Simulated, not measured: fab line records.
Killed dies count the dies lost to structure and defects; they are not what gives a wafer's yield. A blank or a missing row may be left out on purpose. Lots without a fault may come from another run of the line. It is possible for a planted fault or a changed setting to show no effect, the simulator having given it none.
Matching of chambers / flow n5_finfet / N5_PASSIVATION_STRIP_34 on rie_diel-03: 4 sister chambers
The step strips in O2. 14 wafers are shown with their chamber, then 6 later ones without.

WAFERS WITH THEIR CHAMBER
wafer=L396.2; chamber=3; drypump_motor_current_A (A)=5.7; showerhead_plenum_p_Torr (Torr)=2.01; throttle_valve_pct (%)=16.48
wafer=L396.3; chamber=2; drypump_motor_current_A (A)=5.6; showerhead_plenum_p_Torr (Torr)=2.03; throttle_valve_pct (%)=16.94
wafer=L396.4; chamber=1; drypump_motor_current_A (A)=6.3; showerhead_plenum_p_Torr (Torr)=2.08; throttle_valve_pct (%)=16.29
wafer=L395.2; chamber=0; drypump_motor_current_A (A)=5.2; showerhead_plenum_p_Torr (Torr)=2.17; throttle_valve_pct (%)=16.73
wafer=L395.3; chamber=2; drypump_motor_current_A (A)=5.6; showerhead_plenum_p_Torr (Torr)=2.03; throttle_valve_pct (%)=16.90
wafer=L399.1; chamber=1; drypump_motor_current_A (A)=6.3; showerhead_plenum_p_Torr (Torr)=2.08; throttle_valve_pct (%)=16.36
wafer=L399.3; chamber=2; drypump_motor_current_A (A)=5.6; showerhead_plenum_p_Torr (Torr)=2.03; throttle_valve_pct (%)=16.89
wafer=L399.4; chamber=0; drypump_motor_current_A (A)=5.2; showerhead_plenum_p_Torr (Torr)=2.17; throttle_valve_pct (%)=16.79
wafer=L402.1; chamber=3; drypump_motor_current_A (A)=5.7; showerhead_plenum_p_Torr (Torr)=2.00; throttle_valve_pct (%)=16.58
wafer=L402.2; chamber=1; drypump_motor_current_A (A)=6.2; showerhead_plenum_p_Torr (Torr)=2.07; throttle_valve_pct (%)=16.37
wafer=L402.3; chamber=0; drypump_motor_current_A (A)=5.2; showerhead_plenum_p_Torr (Torr)=2.16; throttle_valve_pct (%)=16.80
wafer=L408.2; chamber=3; drypump_motor_current_A (A)=5.7; showerhead_plenum_p_Torr (Torr)=1.99; throttle_valve_pct (%)=16.59
wafer=L408.3; chamber=1; drypump_motor_current_A (A)=6.3; showerhead_plenum_p_Torr (Torr)=2.07; throttle_valve_pct (%)=16.39
wafer=L408.5; chamber=2; drypump_motor_current_A (A)=5.7; showerhead_plenum_p_Torr (Torr)=2.02; throttle_valve_pct (%)=16.96

SIGNATURES, as means of the wafers listed above
reading=drypump_motor_current_A; chamber 0=5.200; chamber 1=6.275; chamber 2=5.625; chamber 3=5.700; scatter within a chamber=0.0387
reading=showerhead_plenum_p_Torr; chamber 0=2.1667; chamber 1=2.0750; chamber 2=2.0275; chamber 3=2.0000; scatter within a chamber=0.00665
reading=throttle_valve_pct; chamber 0=16.7733; chamber 1=16.3525; chamber 2=16.9225; chamber 3=16.5500; scatter within a chamber=0.0438
Rule: for a wafer and a chamber, the distance is found by dividing, reading by reading, the gap between the wafer's reading and the chamber's mean by the reading's scatter, squaring, summing and taking the root. The wafer belongs to the nearest chamber; if the next one is less than 2 further off, it can't be placed. How the scatter is found: for the shown wafers, subtract from each reading the mean of its chamber, square and add these, divide the total by (wafers less chambers), then take the root.

WAFERS WHOSE CHAMBER IS MISSING
wafer=L412.1; drypump_motor_current_A (A)=6.2; showerhead_plenum_p_Torr (Torr)=2.06; throttle_valve_pct (%)=16.40
wafer=L412.3; drypump_motor_current_A (A)=5.7; showerhead_plenum_p_Torr (Torr)=1.99; throttle_valve_pct (%)=16.60
wafer=L412.5; drypump_motor_current_A (A)=5.2; showerhead_plenum_p_Torr (Torr)=2.16; throttle_valve_pct (%)=16.79
wafer=L415.3; drypump_motor_current_A (A)=5.1; showerhead_plenum_p_Torr (Torr)=2.15; throttle_valve_pct (%)=16.80
wafer=L415.4; drypump_motor_current_A (A)=6.3; showerhead_plenum_p_Torr (Torr)=2.06; throttle_valve_pct (%)=16.40
wafer=L415.5; drypump_motor_current_A (A)=5.7; showerhead_plenum_p_Torr (Torr)=1.99; throttle_valve_pct (%)=16.65

EACH ONE'S CHAMBER
wafer=L412.1; from the rows above=1; in truth=1
wafer=L412.3; from the rows above=3; in truth=3
wafer=L412.5; from the rows above=0; in truth=0
wafer=L415.3; from the rows above=0; in truth=0
wafer=L415.4; from the rows above=1; in truth=1
wafer=L415.5; from the rows above=3; in truth=3
Correctly placed: 6 of 6. Number that these rows cannot place: 0. Number placed wrongly: 0.
